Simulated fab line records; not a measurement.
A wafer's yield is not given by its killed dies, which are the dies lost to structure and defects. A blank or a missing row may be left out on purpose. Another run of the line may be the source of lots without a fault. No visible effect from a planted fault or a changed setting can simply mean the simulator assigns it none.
What tool caused it? || flow nandHarc || 18 wafers from 6 lots sampled at 5 of the route's 1302 steps

## WHAT THE GAUGES READ, wafer by wafer
NHARC_END_SORT_01.
{"lot": "L249", "measured": "day 31 22:11", "on": "prober-01", "killedAtArray": "33 39 478"}

## EACH LOT AND THE TOOL THAT RAN IT (in order: tool; ch and the chambers of the sampled wafers; start)
{"lot": "L233", "NHARC_A_STAIRCASE_DESCUM_168": "rieDiel-10 ch 0,2,3, day 15 22:12", "NHARC_A_STAIRCASE_ETCH_13": "rieDiel-10 ch 0,2, day 16 00:16", "NHARC_A_STAIRCASE_ETCH_15": "rieDiel-10 ch 0,1, day 16 01:08 or earlier", "NHARC_A_STAIRCASE_TRIM_20": "rieDiel-13 ch 0,2, day 16 01:08"}
{"lot": "L236", "NHARC_A_STAIRCASE_DESCUM_168": "rieDiel-13 ch 0,2, day 17 13:07", "NHARC_A_STAIRCASE_ETCH_13": "rieDiel-13 ch 1,3, day 17 15:31", "NHARC_A_STAIRCASE_ETCH_15": "rieDiel-13 ch 0,1,2, day 17 16:45 or earlier", "NHARC_A_STAIRCASE_TRIM_20": "rieDiel-13 ch 0,2,3, day 17 16:45"}
{"lot": "L238", "NHARC_A_STAIRCASE_DESCUM_168": "rieDiel-02 ch 0,2,3, day 18 09:40", "NHARC_A_STAIRCASE_ETCH_13": "rieDiel-02 ch 1,2,3, day 18 11:44", "NHARC_A_STAIRCASE_ETCH_15": "rieDiel-02 ch 0,1,2, day 18 12:36 or earlier", "NHARC_A_STAIRCASE_TRIM_20": "rieDiel-13 ch 1,2,3, day 18 12:36"}
{"lot": "L240", "NHARC_A_STAIRCASE_DESCUM_168": "rieDiel-10 ch 0,3, day 19 13:19", "NHARC_A_STAIRCASE_ETCH_13": "rieDiel-10 ch 0,3, day 19 15:32", "NHARC_A_STAIRCASE_ETCH_15": "rieDiel-10 ch 0,3, day 19 16:49 or earlier", "NHARC_A_STAIRCASE_TRIM_20": "rieDiel-10 ch 0,3, day 19 16:49"}
{"lot": "L249", "NHARC_A_STAIRCASE_DESCUM_168": "rieDiel-02 ch 0,2,3, day 22 22:04", "NHARC_A_STAIRCASE_ETCH_13": "rieDiel-13 ch 0,1,2, day 23 03:11", "NHARC_A_STAIRCASE_ETCH_15": "rieDiel-13 ch 0,2,3, day 23 04:05 or earlier", "NHARC_A_STAIRCASE_TRIM_20": "rieDiel-13 ch 0,1, day 23 04:05"}
{"lot": "L254", "NHARC_A_STAIRCASE_DESCUM_168": "rieDiel-10 ch 0,1,3, day 24 15:12", "NHARC_A_STAIRCASE_ETCH_13": "rieDiel-02 ch 0,1, day 24 17:09", "NHARC_A_STAIRCASE_ETCH_15": "rieDiel-02 ch 0,2, day 24 18:03 or earlier", "NHARC_A_STAIRCASE_TRIM_20": "rieDiel-02 ch 1,2,3, day 24 18:03"}
- NHARC_A_STAIRCASE_DESCUM_168: chemistry O2, time 3 s.
- NHARC_A_STAIRCASE_ETCH_13: etches the open film in C4F8/O2, target depth 100 nm, time 40.5 s.
- NHARC_A_STAIRCASE_ETCH_15: etches the open film in C4F8/O2, target depth 100 nm, time 40.5 s.
- NHARC_A_STAIRCASE_TRIM_20: chemistry O2, time 211.2 s.

## THE ANSWER, worked out from the rows above alone
Rule: the lots themselves supply what counts as usual. The widest of any qualifying gaps counts: lots, ordered by their means at a reading, are off when they make up no more than a third of the lots, leave a main group of 4 or more, and stand apart from it by 3 or more times the standard deviation of that group's means. The tables above print the reading to a certain number of digits; a main group whose means all agree to those digits is not used. A lot without any number at a reading at which 4 lots or more have one is off too. Where the step has rows for the other lots, those lots are counted as sound.
Nothing can be told from this: no lot is off at any reading shown.

## WHAT THE SIMULATOR HAD PUT IN
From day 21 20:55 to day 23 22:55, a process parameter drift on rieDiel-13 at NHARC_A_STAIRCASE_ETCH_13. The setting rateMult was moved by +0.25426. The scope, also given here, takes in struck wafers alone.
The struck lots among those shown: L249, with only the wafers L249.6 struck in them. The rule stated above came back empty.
